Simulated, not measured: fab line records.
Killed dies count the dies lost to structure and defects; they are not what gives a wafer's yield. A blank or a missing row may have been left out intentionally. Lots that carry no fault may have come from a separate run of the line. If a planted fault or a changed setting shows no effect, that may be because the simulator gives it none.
Chamber matching	flow n5-finfet	N5_BEOL_M6_ALD_77 on ald-metal-02 has 4 sister chambers
The step deposits TaN, target thk 2 nm, pulse time 2 s, purge time 3 s. 4 wafers are shown with their chamber, then 10 later ones without.

WAFERS WITH THEIR CHAMBER
wafer	chamber	heater-power-w (W)
L082.3	0	348
L088.2	1	443
L091.1	2	465
L091.3	3	401

WAFERS WHOSE CHAMBER IS MISSING
wafer	heater-power-w (W)
L091.6	449
L094.2	461
L094.3	399
L094.4	363
L096.1	475
L096.3	353
L096.5	361
L097.2	360
L097.4	477
L097.5	394

WHICH CHAMBER EACH ONE RAN IN
wafer	from the rows above	in truth
L091.6	can't be placed: 1 or 2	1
L094.2	can't be placed: 2 or 1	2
L094.3	3	3
L094.4	0	0
L096.1	2	2
L096.3	0	0
L096.5	0	0
L097.2	0	0
L097.4	2	2
L097.5	3	3
Correctly placed: 8 of 10. Unplaceable from these rows: 2, with the true chamber sitting among the candidates in 2. Number placed wrongly: 0.
How it was worked out, from the rows above alone: a wafer's distance from a chamber is the root of the sum, over the readings, of the square of ((its reading less the chamber's mean) divided by the reading's scatter). The wafer belongs to the nearest chamber; if the next one is less than 2 further off, it can't be placed. A chamber's mean is the mean of its shown wafers. The scatter: root of mean squared gap, hidden wafer to nearest shown wafer, with one shown wafer a chamber.
